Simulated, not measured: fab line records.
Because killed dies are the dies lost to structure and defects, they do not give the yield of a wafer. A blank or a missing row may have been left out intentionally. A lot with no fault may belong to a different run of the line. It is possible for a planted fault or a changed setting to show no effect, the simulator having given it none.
Matching of chambers / flow n5_finfet / pecvd-04 running N5_BEOL_M7_PECVD_70: 3 sister chambers
The step deposits SiO2 from TEOS/O2, target thk 20 nm, time 22.7 s. 27 wafers are shown with their chamber, then 12 later ones without.

WAFERS PAIRED WITH THEIR CHAMBERS
wafer=L074.3; chamber=0; throttle_valve_pct (%)=22.2; showerhead_plenum_p_Torr (Torr)=8.78; heater_power_w (W)=709
wafer=L074.5; chamber=0; throttle_valve_pct (%)=21.9; showerhead_plenum_p_Torr (Torr)=8.78; heater_power_w (W)=693
wafer=L074.6; chamber=1; throttle_valve_pct (%)=24.2; showerhead_plenum_p_Torr (Torr)=8.77; heater_power_w (W)=729
wafer=L077.1; chamber=1; throttle_valve_pct (%)=24.0; showerhead_plenum_p_Torr (Torr)=8.78; heater_power_w (W)=868
wafer=L077.3; chamber=0; throttle_valve_pct (%)=22.0; showerhead_plenum_p_Torr (Torr)=8.81; heater_power_w (W)=678
wafer=L077.5; chamber=0; throttle_valve_pct (%)=22.1; showerhead_plenum_p_Torr (Torr)=8.82; heater_power_w (W)=700
wafer=L079.2; chamber=1; throttle_valve_pct (%)=24.2; showerhead_plenum_p_Torr (Torr)=8.76; heater_power_w (W)=784
wafer=L079.3; chamber=0; throttle_valve_pct (%)=22.1; showerhead_plenum_p_Torr (Torr)=8.77; heater_power_w (W)=662
wafer=L079.6; chamber=0; throttle_valve_pct (%)=22.0; showerhead_plenum_p_Torr (Torr)=8.80; heater_power_w (W)=660
wafer=L081.1; chamber=1; throttle_valve_pct (%)=24.3; showerhead_plenum_p_Torr (Torr)=8.78; heater_power_w (W)=865
wafer=L081.2; chamber=2; throttle_valve_pct (%)=20.8; showerhead_plenum_p_Torr (Torr)=8.87; heater_power_w (W)=835
wafer=L081.3; chamber=0; throttle_valve_pct (%)=21.9; showerhead_plenum_p_Torr (Torr)=8.79; heater_power_w (W)=648
wafer=L081.4; chamber=2; throttle_valve_pct (%)=20.8; showerhead_plenum_p_Torr (Torr)=8.88; heater_power_w (W)=823
wafer=L081.5; chamber=0; throttle_valve_pct (%)=22.2; showerhead_plenum_p_Torr (Torr)=8.78; heater_power_w (W)=654
wafer=L081.6; chamber=1; throttle_valve_pct (%)=24.2; showerhead_plenum_p_Torr (Torr)=8.77; heater_power_w (W)=861
wafer=L083.1; chamber=2; throttle_valve_pct (%)=20.9; showerhead_plenum_p_Torr (Torr)=8.88; heater_power_w (W)=755
wafer=L083.3; chamber=0; throttle_valve_pct (%)=22.0; showerhead_plenum_p_Torr (Torr)=8.80; heater_power_w (W)=639
wafer=L083.4; chamber=2; throttle_valve_pct (%)=20.7; showerhead_plenum_p_Torr (Torr)=8.87; heater_power_w (W)=770
wafer=L085.3; chamber=2; throttle_valve_pct (%)=20.9; showerhead_plenum_p_Torr (Torr)=8.88; heater_power_w (W)=721
wafer=L085.4; chamber=0; throttle_valve_pct (%)=22.1; showerhead_plenum_p_Torr (Torr)=8.79; heater_power_w (W)=670
wafer=L085.6; chamber=1; throttle_valve_pct (%)=24.1; showerhead_plenum_p_Torr (Torr)=8.79; heater_power_w (W)=841
wafer=L087.2; chamber=2; throttle_valve_pct (%)=20.7; showerhead_plenum_p_Torr (Torr)=8.90; heater_power_w (W)=770
wafer=L087.3; chamber=1; throttle_valve_pct (%)=24.1; showerhead_plenum_p_Torr (Torr)=8.78; heater_power_w (W)=863
wafer=L087.6; chamber=2; throttle_valve_pct (%)=21.0; showerhead_plenum_p_Torr (Torr)=8.90; heater_power_w (W)=770
wafer=L090.1; chamber=1; throttle_valve_pct (%)=23.8; showerhead_plenum_p_Torr (Torr)=8.76; heater_power_w (W)=857
wafer=L090.2; chamber=2; throttle_valve_pct (%)=21.0; showerhead_plenum_p_Torr (Torr)=8.85; heater_power_w (W)=785
wafer=L090.6; chamber=0; throttle_valve_pct (%)=22.3; showerhead_plenum_p_Torr (Torr)=8.78; heater_power_w (W)=642

SIGNATURES (means of the wafers above)
reading=throttle_valve_pct; chamber 0=22.073; chamber 1=24.113; chamber 2=20.850; scatter within a chamber=0.134
reading=showerhead_plenum_p_Torr; chamber 0=8.7909; chamber 1=8.7737; chamber 2=8.8788; scatter within a chamber=0.0144
reading=heater_power_w; chamber 0=668.64; chamber 1=833.50; chamber 2=778.62; scatter within a chamber=36.9
Rule: for a wafer and a chamber, the distance is found by dividing, reading by reading, the gap between the wafer's reading and the chamber's mean by the reading's scatter, squaring, summing and taking the root. If the next closest chamber is less than 2 further off than the closest, the wafer can't be placed; otherwise it belongs to the closest. The scatter: take each reading less its chamber's mean, square it, sum over the shown wafers, divide by the number of wafers less the number of chambers, and take the root.

WAFERS WITH NO CHAMBER GIVEN
wafer=L091.1; throttle_valve_pct (%)=24.0; showerhead_plenum_p_Torr (Torr)=8.78; heater_power_w (W)=835
wafer=L091.2; throttle_valve_pct (%)=22.0; showerhead_plenum_p_Torr (Torr)=8.78; heater_power_w (W)=680
wafer=L091.3; throttle_valve_pct (%)=20.9; showerhead_plenum_p_Torr (Torr)=8.86; heater_power_w (W)=806
wafer=L095.2; throttle_valve_pct (%)=20.9; showerhead_plenum_p_Torr (Torr)=8.88; heater_power_w (W)=715
wafer=L095.3; throttle_valve_pct (%)=24.0; showerhead_plenum_p_Torr (Torr)=8.78; heater_power_w (W)=870
wafer=L095.5; throttle_valve_pct (%)=24.0; showerhead_plenum_p_Torr (Torr)=8.77; heater_power_w (W)=857
wafer=L094.1; throttle_valve_pct (%)=20.7; showerhead_plenum_p_Torr (Torr)=8.87; heater_power_w (W)=805
wafer=L094.2; throttle_valve_pct (%)=24.0; showerhead_plenum_p_Torr (Torr)=8.78; heater_power_w (W)=757
wafer=L094.6; throttle_valve_pct (%)=24.1; showerhead_plenum_p_Torr (Torr)=8.78; heater_power_w (W)=763
wafer=L096.2; throttle_valve_pct (%)=21.0; showerhead_plenum_p_Torr (Torr)=8.87; heater_power_w (W)=826
wafer=L096.5; throttle_valve_pct (%)=21.0; showerhead_plenum_p_Torr (Torr)=8.85; heater_power_w (W)=777
wafer=L096.6; throttle_valve_pct (%)=23.6; showerhead_plenum_p_Torr (Torr)=8.78; heater_power_w (W)=768

THE CHAMBER EACH PASSED THROUGH
wafer=L091.1; from the rows above=1; in truth=1
wafer=L091.2; from the rows above=0; in truth=0
wafer=L091.3; from the rows above=2; in truth=2
wafer=L095.2; from the rows above=2; in truth=2
wafer=L095.3; from the rows above=1; in truth=1
wafer=L095.5; from the rows above=1; in truth=1
wafer=L094.1; from the rows above=2; in truth=2
wafer=L094.2; from the rows above=1; in truth=1
wafer=L094.6; from the rows above=1; in truth=1
wafer=L096.2; from the rows above=2; in truth=2
wafer=L096.5; from the rows above=2; in truth=2
wafer=L096.6; from the rows above=1; in truth=1
Correct placement for 12 of the 12. Number that these rows cannot place: 0. Wrongly placed: 0.
